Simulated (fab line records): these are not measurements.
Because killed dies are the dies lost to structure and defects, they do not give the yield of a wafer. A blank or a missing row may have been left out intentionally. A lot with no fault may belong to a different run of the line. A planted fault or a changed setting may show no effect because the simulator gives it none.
Comparing a struck lot with a sound one	flow n5_finfet	36 out of 1938 route steps
Sound: wafers L657.1, L657.2, L657.4. Wafers L672.3, L672.4, L672.5 were the ones struck. The cause is given at the end.
Order at every step that has rows: each side's tool, ch and its chambers, its first start. Under that, the readings that differ: sound wafers	struck wafers	difference of the means	sigmas: that difference in standard deviations of wafers without a fault.
alike: a reading whose means differ by less than 2 such deviations, as well as words and numbers matching on both sides. not compared: withheld readings; readings where some wafer has no value; bounds like >300 that might hide an equal value; numbers whose values overlap and for which the record gives no deviation.
The two part at a step that has a row with sigmas, a row that says differs or no value, or rows on one side only. Numbers that don't overlap but have no deviation are shown without sigmas and don't part them. Lack of a reading on every wafer of one side parts them only where that side has two or more wafers.

first, 9 steps without rows for these wafers: N5_BEOL_M4_ANNEAL_95 (time 240 s); N5_BEOL_M4_SPUTTER_96 (material Cu, target thk 4.5 nm, time 8.29 s); N5_BEOL_M4_ECD_50 (material Cu, target thk 300 nm); N5_BEOL_M4_ANNEAL_51 (time 90 s); N5_BEOL_M4_CMP_52 (polishes, stops on SiOC, t overpolish 6.8 s, target thk 40 nm); N5_BEOL_M4_PRE_CLEAN_60 (time 15 s); N5_BEOL_M4_CO_CAP_55 (material Co, precursor CCTBA/H2, target thk 2 nm, time 102.1 s); N5_BEOL_M4_PRE_CLEAN_56 (time 15 s); N5_BEOL_M4_DEP_57 (deposits SiCN from 3MS/NH3, target thk 8 nm, time 14 s).
N5_BEOL_M4_RC_MEAS_101:
  sound on prober-02 ch 0, day 8 20:43; struck on prober-02 ch 0, day 12 20:58
reading	sound	struck	difference	sigmas
DIBL_N (mV/V)	34.4 30.5 35.5	36.9 37.2 38.0	+3.9	+2
IOFF_P (nA/um)	0.18 0.13 0.21	0.24 0.27 0.27	+0.09	+2
VT_N (mV)	254 260 251	248 249 246	-7	-2
  alike: DIBL_P, IOFF_N, ION_N, ION_P, SS_N, SS_P, VT_P
then, 24 steps without rows for these wafers: N5_BEOL_M5_ILD_DEP_00 (deposits SiCOH lowk from DEMS/porogen, target thk 140.64 nm, time 25.9 s); N5_BEOL_M5_CURE_79 (cures SiCOH lowk, time 240 s); N5_BEOL_M5_PECVD_70 (deposits SiO2 from TEOS/O2, target thk 16 nm, time 18 s); N5_BEOL_M5_HM_DEP_02 (deposits TiN, target thk 20 nm); N5_BEOL_M5_COAT_59 (time 60 s, resist thk 60 nm); N5_BEOL_M5_COAT_60 (time 60 s, resist thk 12 nm); N5_BEOL_M5_COAT_71 (time 60 s, resist thk 5 nm); N5_BEOL_M5_COAT_05 (resist thk 30 nm); N5_BEOL_M5_EBR_07; N5_BEOL_M5_SOFTBAKE_06 (time 60 s); N5_BEOL_M5_EXPOSE_08 (exposes mask M5, target cd 28 nm); N5_BEOL_M5_PEB_09 (peb time 60 s); N5_BEOL_M5_DEVELOP_10 (develop time 30 s); N5_BEOL_M5_DESCUM_16 (chemistry O2, time 7 s); N5_BEOL_M5_ETCH_72 (etches underlayer in N2/H2, target depth 6.5 nm, time 5.2 s); N5_BEOL_M5_ETCH_61 (etches SiARC in CF4, target depth 15.6 nm, time 26 s); N5_BEOL_M5_ETCH_62 (etches SOC in N2/H2, target depth 75 nm, overetch 15 nm, time 112.5 s); N5_BEOL_M5_STRIP_63 (strips in N2/H2); N5_BEOL_M5_STRIP_73 (strips in N2/H2); N5_BEOL_M5_STRIP_64 (strips in CF4); N5_BEOL_M5_HM_OPEN_17 (chemistry Cl2/BCl3, target TiN, target depth 20 nm, overetch 6 nm); N5_BEOL_M5_STRIP_19 (strips in O2); N5_BEOL_M5_COAT_65 (time 60 s, resist thk 60 nm); N5_BEOL_M5_COAT_66 (time 60 s, resist thk 12 nm).
N5_BEOL_M5_DEP_56: deposits SiCN from 3MS/NH3, target thk 8 nm, time 14 s.
  sound on pecvd-04 ch 0,2, day 9 10:31; struck on pecvd-04 ch 0,2, day 13 10:00
  no value came back on the struck wafers for chamber_pressure_Torr (Torr), rf_fwd_power_W (W), showerhead_plenum_p_Torr (Torr), throttle_valve_pct (%); on the sound wafers chamber_pressure_Torr (Torr) reads 3.006 3.001 3.009
-- record jumps: 4 days separate the struck wafers' starts on either side; left off in module BEOL_M5, taken up again in module PASSIVATION, whose first shown step is the route's number 1936 --
N5_PASSIVATION_PROBE_49:
  record: rows for the struck wafers here (prober-02, day 17 10:25), none for the sound ones

WHERE THEY PART
Earliest at N5_BEOL_M4_RC_MEAS_101; latest, in this record, at N5_PASSIVATION_PROBE_49.

WHY: what the simulator had put in
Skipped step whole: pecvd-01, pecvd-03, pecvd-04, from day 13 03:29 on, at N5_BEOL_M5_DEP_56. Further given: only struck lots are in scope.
